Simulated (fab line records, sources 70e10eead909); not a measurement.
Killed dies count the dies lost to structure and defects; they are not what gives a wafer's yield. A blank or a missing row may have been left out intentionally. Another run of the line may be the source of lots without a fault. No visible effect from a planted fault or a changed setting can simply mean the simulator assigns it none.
Check for tools in common | flow nand-harc | 12 lots, 36 wafers sampled

THE REASON FOR OPENING IT
At NHARC_P_M2_CD_MEAS_09 the reading cd-nm is flagged on 2 of 12 lots. Wafers without a fault read 170.2 nm, standard deviation 0.59.
Rule: flag the lot when none of its wafers has a number, or when each of its wafers that has one lies beyond 4 standard deviations from that mean. As for the other lots, they are considered sound.

lot  | measured     | on        | cd-nm (nm), wafer by wafer | flag
L514 | day 6 14:18  | cd-sem-03 | 170.4 170.3 169.7          |
L517 | day 7 16:45  | cd-sem-01 | 170.6 170.0 170.0          |
L519 | day 8 06:01  | cd-sem-01 | 170.6 170.3 171.5          |
L520 | day 9 05:35  | cd-sem-03 | 169.9 169.9 169.7          |
L522 | day 9 17:14  | cd-sem-01 | 170.9 169.3 171.8          |
L523 | day 10 06:37 | cd-sem-02 | 170.2 169.7 169.3          |
L524 | day 10 21:49 | cd-sem-02 | 170.4 170.5 171.0          |
L525 | day 11 04:25 | cd-sem-01 | 169.7 169.9 169.9          |
L526 | day 11 17:43 | cd-sem-02 | 169.4 171.0 169.8          |
L528 | day 12 15:06 | cd-sem-03 | 170.1 169.5 170.0          |
L527 | day 12 16:05 | cd-sem-02 | 174.2 174.7 174.7          | FLAGGED
L530 | day 13 10:07 | cd-sem-01 | 174.1 174.3 174.2          | FLAGGED
The mean of the flagged lots' numbers is 174.4 nm, +4.2 nm from the usual (+7 standard deviations).

WHICH TOOL EACH LOT WENT THROUGH
The record holds 2 process steps before the reading, out of a route of 1302 steps. Every cell lists first the tool, next ch and the chambers used by the sampled wafers, and last the start.
lot  | flag    | NHARC_P_M1_STRIP_18                | NHARC_P_M2_PEB_07
L514 |         | rie-diel-01 ch 0,2, day 6 10:31    | litho-track-04 ch 0, day 6 14:13
L517 |         | rie-diel-01 ch 1,2,3, day 7 13:03  | litho-track-04 ch 0, day 7 16:40
L519 |         | rie-diel-02 ch 1,3, day 8 02:25    | litho-track-04 ch 0, day 8 05:56
L520 |         | rie-diel-02 ch 0,3, day 9 02:01    | litho-track-01 ch 0, day 9 05:30
L522 |         | rie-diel-02 ch 1,2, day 9 13:39    | litho-track-06 ch 0, day 9 17:10
L523 |         | rie-diel-01 ch 1,2,3, day 10 03:03 | litho-track-01 ch 0, day 10 06:32
L524 |         | rie-diel-01 ch 1,2,3, day 10 18:17 | litho-track-06 ch 0, day 10 21:44
L525 |         | rie-diel-02 ch 1,2,3, day 11 00:47 | litho-track-01 ch 0, day 11 04:20
L526 |         | rie-diel-13 ch 1,3, day 11 14:08   | litho-track-01 ch 0, day 11 17:38
L528 |         | rie-diel-02 ch 0,1, day 12 11:23   | litho-track-01 ch 0, day 12 15:01
L527 | FLAGGED | rie-diel-13 ch 0,1,2, day 12 12:27 | litho-track-01 ch 0, day 12 16:00
L530 | FLAGGED | rie-diel-01 ch 0,2,3, day 13 06:36 | litho-track-01 ch 0, day 13 10:02
What the steps here do:
- NHARC_P_M1_STRIP_18: strips in N2/H2.
- NHARC_P_M2_PEB_07: peb time 65 s.
- NHARC_P_M2_CD_MEAS_09: target cd 170 nm.

FLAGGED AGAINST TOTAL, ONE TOOL AT A TIME (gauges that did the reading follow at the end)
step                  | tool           | lots run | flagged | share of the flagged lots | sound lots run after its first flagged lot
NHARC_P_M1_STRIP_18   | rie-diel-01    | 5        | 1       | some                      | 0
NHARC_P_M1_STRIP_18   | rie-diel-02    | 5        | 0       | none                      | -
NHARC_P_M1_STRIP_18   | rie-diel-13    | 2        | 1       | some                      | 0
NHARC_P_M2_PEB_07     | litho-track-01 | 7        | 2       | all                       | 0
NHARC_P_M2_PEB_07     | litho-track-04 | 3        | 0       | none                      | -
NHARC_P_M2_PEB_07     | litho-track-06 | 2        | 0       | none                      | -
NHARC_P_M2_CD_MEAS_09 | cd-sem-01      | 5        | 1       | some                      | 0
NHARC_P_M2_CD_MEAS_09 | cd-sem-02      | 4        | 1       | some                      | 0
NHARC_P_M2_CD_MEAS_09 | cd-sem-03      | 3        | 0       | none                      | -

WHAT THE TABLE ALLOWS
1 row of the table ran every flagged lot: litho-track-01 at NHARC_P_M2_PEB_07.
- litho-track-01 at NHARC_P_M2_PEB_07 ran 7 lots, 2 of them flagged. Last sound lot L528 at day 12 15:01, first flagged lot L527 at day 12 16:00; a fault beginning in between fits.
What remains is a single tool, litho-track-01 at NHARC_P_M2_PEB_07.

WHAT HAD BEEN PUT IN BY THE SIMULATOR
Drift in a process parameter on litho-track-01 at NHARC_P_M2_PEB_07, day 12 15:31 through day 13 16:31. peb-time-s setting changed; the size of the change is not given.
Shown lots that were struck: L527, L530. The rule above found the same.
